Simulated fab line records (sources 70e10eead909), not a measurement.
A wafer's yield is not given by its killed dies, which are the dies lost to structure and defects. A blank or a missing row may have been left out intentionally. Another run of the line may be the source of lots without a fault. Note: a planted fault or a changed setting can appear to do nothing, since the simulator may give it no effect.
Struck lot and sound lot, side by side / flow nand harc / 25 steps out of a route of 1302
Sound: the wafers L817.1, L817.2, L817.6. Wafers L814.2, L814.5, L814.6 were the ones struck. The cause is named last.
Order at every step that has rows: each side's tool, ch and its chambers, its first start. Under that, the readings that differ: sound wafers / struck wafers / difference of the means / sigmas: that difference in standard deviations of wafers without a fault.
alike: words and numbers the same on both sides, and readings whose means are apart by under 2 such deviations; not compared: readings that were withheld, readings missing a value for some wafer, numbers with overlapping values and no deviation given by the record, and bounds like >300 which may hide the same value.
Wherever a step has rows on one side only, a row that says differs or no value, or a row with sigmas, the two part there. When numbers do not overlap yet have no deviation, they are printed without sigmas and do not part them. A reading missing from all wafers of one side parts the sides only when that side holds two or more wafers.

first, 1 step without rows for these wafers: NHARC_A_M0_SRD_25.
NHARC_A_M0_INSPECT_27:
  sound on defect inspect-02 at day 31 11:57; struck on defect inspect-01 at day 29 14:37
  alike: raw defect count
NHARC_A_M0_PRE_CLEAN_31: time 12 s.
  sound on pecvd-01 ch 1,2, day 31 12:27; struck on pecvd-03 ch 1,2, day 29 14:42
  alike: heater power outer w, heater power w
  not compared: since wet clean h
NHARC_A_M0_DEP_32: deposits SiCN, target thk 30 nm.
  sound on pecvd-01 ch 1,2, day 31 12:34; struck on pecvd-03 ch 1,2, day 29 14:50
  alike: heater power outer w, heater power w
  not compared: since wet clean h
then, 7 steps without rows for these wafers: NHARC_A_M1_DEP_00 (deposits SiOC, target thk 182.5 nm); NHARC_A_M1_DEHYDRATE_01 (time 120 s); NHARC_A_M1_HMDS_02 (time 30 s); NHARC_A_M1_COAT_34 (time 65 s); NHARC_A_M1_COAT_03 (resist thk 90 nm); NHARC_A_M1_SOFTBAKE_04 (time 55 s); NHARC_A_M1_EBR_05.
NHARC_A_M1_EXPOSE_06: exposes mask A M1, target cd 120 nm.
  sound on arfi scanner-02 ch 0, day 31 13:36; struck on arfi scanner-01 ch 0, day 29 15:46
reading=exposure dose mJ cm2; sound=75.09 75.20 75.17; struck=63.59 63.62 63.58; difference=-11.56; sigmas=-99 or more
  alike: mask, reticle temp C
then, 2 steps without rows for these wafers: NHARC_A_M1_PEB_07 (peb time 65 s); NHARC_A_M1_DEVELOP_08 (develop time 35 s).
NHARC_A_M1_CD_MEAS_09: target cd 120 nm.
  sound on cd sem-02 ch 0, day 31 13:44; struck on cd sem-02 ch 0, day 29 15:55
reading=cd nm (nm); sound=119.4 120.0 119.3; struck=109.5 109.1 110.0; difference=-10.0; sigmas=-18
NHARC_A_M1_OVL_MEAS_10: pitch 240 nm.
  sound on overlay-01 at day 31 13:50; struck on overlay-01 at day 29 16:00
  alike: overlay x nm, overlay y nm
NHARC_A_M1_INSPECT_11:
  sound on defect inspect-01 at day 31 13:52; struck on defect inspect-02 at day 29 16:02
  alike: raw defect count
NHARC_A_M1_DESCUM_14: chemistry O2, time 3 s.
  sound on rie diel-10 ch 0,1,3, day 31 14:01; struck on rie diel-12 ch 0,1, day 29 16:07
reading=model.A_M1.cd nm (nm); sound=120.4 121.1 119.8; struck=109.7 109.7 109.6; difference=-10.8; sigmas=
  alike: drypump motor current A, o2 flow sccm, oes product au, rf vpp V, showerhead plenum p Torr, throttle valve pct
  not compared: rf hours counter h
NHARC_A_M1_ETCH_35: etches the open film in N2/H2, target depth 40 nm, overetch 12 nm, time 43.94 s.
  sound on rie diel-10 ch 0,1,2, day 31 14:05; struck on rie diel-12 ch 0,1, day 29 16:12
  alike: drypump motor current A, oes product au, rf vpp V, showerhead plenum p Torr, throttle valve pct
  not compared: rf hours counter h
NHARC_A_M1_ETCH_15: etches the open film in C4F8/Ar, target depth 182.5 nm, time 91.2 s.
  sound on rie diel-10 ch 0,2; struck on rie diel-12 ch 0,1,3
  alike: oes product au, rf vpp V
  not compared: rf hours counter h
NHARC_A_M1_CD_MEAS_16:
  sound on cd sem-02 at day 31 14:18; struck on cd sem-02 at day 29 16:26
reading=cd nm (nm); sound=120.3 121.1 119.6; struck=109.8 109.9 109.2; difference=-10.7; sigmas=-15
NHARC_A_M1_STRIP_18: strips in N2/H2.
  sound on rie diel-12 ch 2,3, day 31 14:22; struck on rie diel-05 ch 0,2,3, day 29 16:34
  alike: drypump motor current A, oes product au, rf vpp V, showerhead plenum p Torr, throttle valve pct
  not compared: rf hours counter h
NHARC_A_M1_ETCH_28: etches the open film in CF4/N2, target depth 30 nm, time 72.99 s.
  sound on rie diel-12 ch 1,3; struck on rie diel-05 ch 0,2,3
reading=model.A_M1.cd nm (nm); sound=121 121.6 120.2; struck=110.4 110.6 109.6; difference=-10.7; sigmas=
  alike: drypump motor current A, oes product au, rf vpp V, showerhead plenum p Torr, throttle valve pct
  not compared: rf hours counter h
then, 1 step without rows for these wafers: NHARC_A_M1_STRIP_19 (strips in post etch residue remover, time 600 s).
NHARC_END_SORT_01:
  here the record holds rows for the struck wafers (prober-02 ch 0, day 31 02:56) but none for the sound ones

## WHERE THEY PART
At NHARC_A_M1_EXPOSE_06 first; at NHARC_END_SORT_01 last (within this record only).

WHY: what had been put in by the simulator
Process parameter drift: arfi scanner-01, from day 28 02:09 on, at NHARC_A_M1_EXPOSE_06. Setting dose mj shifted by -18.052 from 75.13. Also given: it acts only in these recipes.
